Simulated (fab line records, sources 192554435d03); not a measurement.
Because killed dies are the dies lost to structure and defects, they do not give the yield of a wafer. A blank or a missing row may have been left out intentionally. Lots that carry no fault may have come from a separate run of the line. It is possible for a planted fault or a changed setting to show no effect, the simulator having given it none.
Split-lot experiment + flow n5 finfet + route with 1938 steps; 7 lots, 21 wafers read

== SPLIT DETAILS ==
At N5_MIM_TOP_LITHO_EXPOSE_05 (exposes mask MIM TOP, target cd 2000 nm), the setting dose mj was moved away from the recipe's 20.5 on 5 of the 21 wafers read, by -5.2% to -2.7%. This setting was run at the recipe's value on the other wafers.

== FROM THE SPLIT TO THE READING: what the file shows between them, 3 steps ==
- N5_MIM_TOP_LITHO_PEB_06
- N5_MIM_TOP_LITHO_DEVELOP_07: develop time 60 s
- N5_MIM_TOP_LITHO_HARDBAKE_09: time 120 s

== THE READING ==
Shown in nm: cd nm at N5_MIM_TOP_LITHO_CD_MEAS_08, with target cd 2000 nm. On this fab line, fault-free wafers typically give 1999.9 nm with a standard deviation of 2 nm.

| wafer  | tool, chamber at the split | dose mj as run | against the recipe | cd nm, nm | against lot-mates on the recipe |
|--------|----------------------------|----------------|--------------------|-----------|---------------------------------|
| L079.3 | krf scanner-02, 0          | 20.5           | recipe             | 1997.1    | -                               |
| L079.4 | krf scanner-02, 0          | 20.5           | recipe             | 1998.0    | -                               |
| L079.6 | krf scanner-02, 0          | 19.73          | -3.8%              | 2003.2    | +5.7                            |
| L075.2 | krf scanner-01, 0          | 20.5           | recipe             | 1998.1    | -                               |
| L075.3 | krf scanner-01, 0          | 20.5           | recipe             | 1997.6    | -                               |
| L075.6 | krf scanner-01, 0          | 19.43          | -5.2%              | 2007.0    | +9.2                            |
| L081.1 | krf scanner-02, 0          | 20.5           | recipe             | 1999.9    | -                               |
| L081.2 | krf scanner-02, 0          | 20.5           | recipe             | 2000.3    | -                               |
| L081.4 | krf scanner-02, 0          | 20.5           | recipe             | 1996.1    | -                               |
| L088.1 | krf scanner-01, 0          | 20.5           | recipe             | 2000.1    | -                               |
| L088.2 | krf scanner-01, 0          | 19.95          | -2.7%              | 2002.7    | +3.0                            |
| L088.4 | krf scanner-01, 0          | 20.5           | recipe             | 1999.3    | -                               |
| L091.2 | krf scanner-02, 0          | 19.87          | -3.1%              | 2005.3    | +1.4                            |
| L091.4 | krf scanner-02, 0          | 20.5           | recipe             | 2003.9    | -                               |
| L091.6 | krf scanner-02, 0          | 19.87          | -3.1%              | 2007.9    | +4.0                            |
| L095.1 | krf scanner-01, 0          | 20.5           | recipe             | 2000.7    | -                               |
| L095.3 | krf scanner-01, 0          | 20.5           | recipe             | 2002.0    | -                               |
| L095.4 | krf scanner-01, 0          | 20.5           | recipe             | 2002.1    | -                               |
| L096.4 | krf scanner-01, 0          | 20.5           | recipe             | 1999.5    | -                               |
| L096.5 | krf scanner-01, 0          | 20.5           | recipe             | 2000.1    | -                               |
| L096.6 | krf scanner-01, 0          | 20.5           | recipe             | 2001.2    | -                               |

FIT RESULTS
A straight line over all 21 wafers: cd nm changes by -1.48 nm for each +1% of dose mj; r = -0.76; the points scatter about the line by 2.1 nm.
The same after taking each lot's own level away (the mean of its wafers on the recipe; 21 wafers): -1.41 nm for each +1%; r = -0.89; scatter 1.2 nm.
The reading moves by 7.4 nm for the largest change in dose mj, on that fit.
Measured against the standard deviation above, the lots' own levels, which go from 1997.55 to 2003.90 nm, span 3.2 times it.
So the lot-to-lot level blurs the effect unless lot-mates are compared.
Check: for one of the wafers moved furthest among these (-5.2%), held out of the fit, the line's prediction against its lot-mates is +5.97 nm. Against them it came out at +9.15 nm.

== THESE WAFERS: OTHER SPLITS ==
These wafers also went through other splits before the reading. Each is held against what the fit with the lots' levels taken away leaves over:
| other split on the same wafers    | wafers away from the commonest value | r with cd nm (lot level and that fit taken away) |
|-----------------------------------|--------------------------------------|--------------------------------------------------|
| N5_BEOL_M13_COAT_04 spin rpm      | 6                                    | -0.39                                            |
| N5_BEOL_M14_TRENCH_ETCH_34 bias w | 5                                    | +0.37                                            |
| N5_BEOL_M14_SPUTTER_43 time s     | 7                                    | -0.09                                            |
| N5_BEOL_M15_COAT_22 spin rpm      | 7                                    | -0.11                                            |
| N5_BEOL_M15_PEB_26 peb time s     | 6                                    | -0.26                                            |

== THE FILE'S OWN FIT ==
cd nm changes by -1.47 nm for each +1% of dose mj, r = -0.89.
